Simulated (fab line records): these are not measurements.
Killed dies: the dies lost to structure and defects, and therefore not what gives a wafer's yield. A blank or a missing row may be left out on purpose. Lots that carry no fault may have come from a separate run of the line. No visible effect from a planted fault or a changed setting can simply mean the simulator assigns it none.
Struck lot and sound lot, side by side / flow n5_finfet / 30 steps out of a route of 1938
Sound: the wafers L958.3, L958.4, L958.6. Struck: wafer L965.2 (left out: L965.1, a lot-mate that was not struck); the cause follows at the end.
For every step that has rows: the tool of each side, followed by ch and its chambers, followed by its first start. Under that, the readings that differ: sound wafers / struck wafers / difference of the means / sigmas: that difference in standard deviations of wafers without a fault.
alike: same words and numbers on both sides, and readings whose means sit less than 2 such deviations apart. not compared: any withheld reading, any reading some wafer has no value for, any bound like >300 that may hide the same value, and any number with overlapping values for which the record gives no deviation.
A row with sigmas, a row that says differs or no value, or rows on one side alone: a step with any of these is where the two part. Numbers that have no deviation but don't overlap get no sigmas and don't part them. A reading that every wafer of one side lacks parts them only if that side has two wafers or more.

first, 10 steps without rows for these wafers: N5_WELL_APT_DESCUM_30 (chemistry O2, time 7.9 s); N5_WELL_APT_IMPLANT_31; N5_WELL_APT_IMPLANT_32; N5_WELL_APT_STRIP_33 (strips in SPM, time 900 s); N5_WELL_APT_RTA_34 (time 10 s); N5_WELL_APT_OXIDE_STRIP_42 (strips SiO2 in dHF, time 45 s, target depth 12 nm); N5_WELL_APT_PRECLEAN_36 (cleans in O3/DIW, time 45 s); N5_WELL_APT_PRECLEAN_39 (cleans in dHF, time 60 s); N5_WELL_APT_SRD_37 (time 30 s); N5_WELL_APT_EPI_41 (deposits Si from SiH4/H2, target thk 50 nm, time 297.7 s).
N5_PMOS_HMC_CHANNEL_EPI_HM_DEP_34: deposits SiO2 from TEOS/O2, target thk 36 nm, time 6.9 s.
  sound on pecvd-02 ch 0,1,2, day 3 11:12; struck on pecvd-02 ch 2, day 5 04:43
reading=model.SiO2_of_PMOS_HMC_CHANNEL_EPI_HM_DEP_34.thk_nm (nm); sound=36.34 36.56 37.1; struck=56.47; difference=+19.80; sigmas=
  alike: heater_power_w, showerhead_plenum_p_Torr, throttle_valve_pct
then, 15 steps without rows for these wafers: N5_PMOS_HMC_CHANNEL_EPI_COAT_31 (time 60 s, resist thk 66 nm); N5_PMOS_HMC_CHANNEL_EPI_COAT_03 (resist thk 205 nm); N5_PMOS_HMC_CHANNEL_EPI_EBR_05; N5_PMOS_HMC_CHANNEL_EPI_SOFTBAKE_04 (time 60 s); N5_PMOS_HMC_CHANNEL_EPI_EXPOSE_06 (exposes mask PMOS HMC BLK, target cd 240 nm); N5_PMOS_HMC_CHANNEL_EPI_PEB_07 (peb time 60 s); N5_PMOS_HMC_CHANNEL_EPI_DEVELOP_08 (develop time 30 s); N5_PMOS_HMC_CHANNEL_EPI_DESCUM_14 (chemistry O2, time 7.9 s); N5_PMOS_HMC_CHANNEL_EPI_ETCH_32 (etches BARC in N2/H2, stops on SiO2, target depth 85.8 nm, time 50.3 s); N5_PMOS_HMC_CHANNEL_EPI_HM_OPEN_15 (chemistry CHF3/O2, target SiO2, target depth 40.6 nm, time 20.3 s); N5_PMOS_HMC_CHANNEL_EPI_STRIP_33 (strips in N2/H2); N5_PMOS_HMC_CHANNEL_EPI_STRIP_17 (strips in SPM, time 750 s); N5_PMOS_HMC_CHANNEL_EPI_ETCH_38 (etches SiO2 in CF4, target depth 1.5 nm); N5_PMOS_HMC_CHANNEL_EPI_FIN_RECESS_16 (chemistry HBr/Cl2, target Si, target depth 54 nm, time 18 s); N5_PMOS_HMC_CHANNEL_EPI_PRECLEAN_36 (cleans in O3/DIW, time 45 s).
N5_PMOS_HMC_CHANNEL_EPI_PRECLEAN_18: cleans in DHF, time 30 s.
  sound on wet_bench-01 ch 2,3,7, day 3 12:17; struck on wet_bench-02 ch 0, day 5 05:47
reading=model.SiO2_of_PMOS_HMC_CHANNEL_EPI_HM_DEP_34.thk_nm (nm); sound=25.05 25.32 25.87; struck=45.25; difference=+19.84; sigmas=
then, 1 step without rows for these wafers: N5_PMOS_HMC_CHANNEL_EPI_SRD_19 (time 30 s).
-- here the record skips 8 days between the struck wafers' starts before and after, leaving off in module PMOS_HMC_CHANNEL_EPI and picking up in module BEOL_M4 (first step shown: number 1111 of the route) --
N5_BEOL_M4_RC_MEAS_101:
  sound on prober-01 ch 0, day 11 01:41; struck on prober-01 ch 0, day 12 20:59
  alike: DIBL_N, DIBL_P, IOFF_N, IOFF_P, ION_N, ION_P, SS_N, SS_P, VT_N, VT_P
-- a jump in the record: the struck wafers' starts before and after are 5 days apart (it breaks off in module BEOL_M4 and resumes in module PASSIVATION, where the first step shown is number 1936 of the route) --
N5_PASSIVATION_PROBE_49:
  sound on prober-01 at day 15 05:30; struck on prober-01 at day 17 13:58
  alike: defect_limited_yield, killed_at_M0_to_M3, killed_at_M4_up, killed_at_contacts, killed_at_front_end, killed_at_other, killed_dies, killed_open, killed_short, sort_bin_5_function, sort_bin_6_memory, sort_n_pass, sort_yield_pct

WHERE THEY PART
Nowhere in this record.

WHY: the cause the simulator had injected
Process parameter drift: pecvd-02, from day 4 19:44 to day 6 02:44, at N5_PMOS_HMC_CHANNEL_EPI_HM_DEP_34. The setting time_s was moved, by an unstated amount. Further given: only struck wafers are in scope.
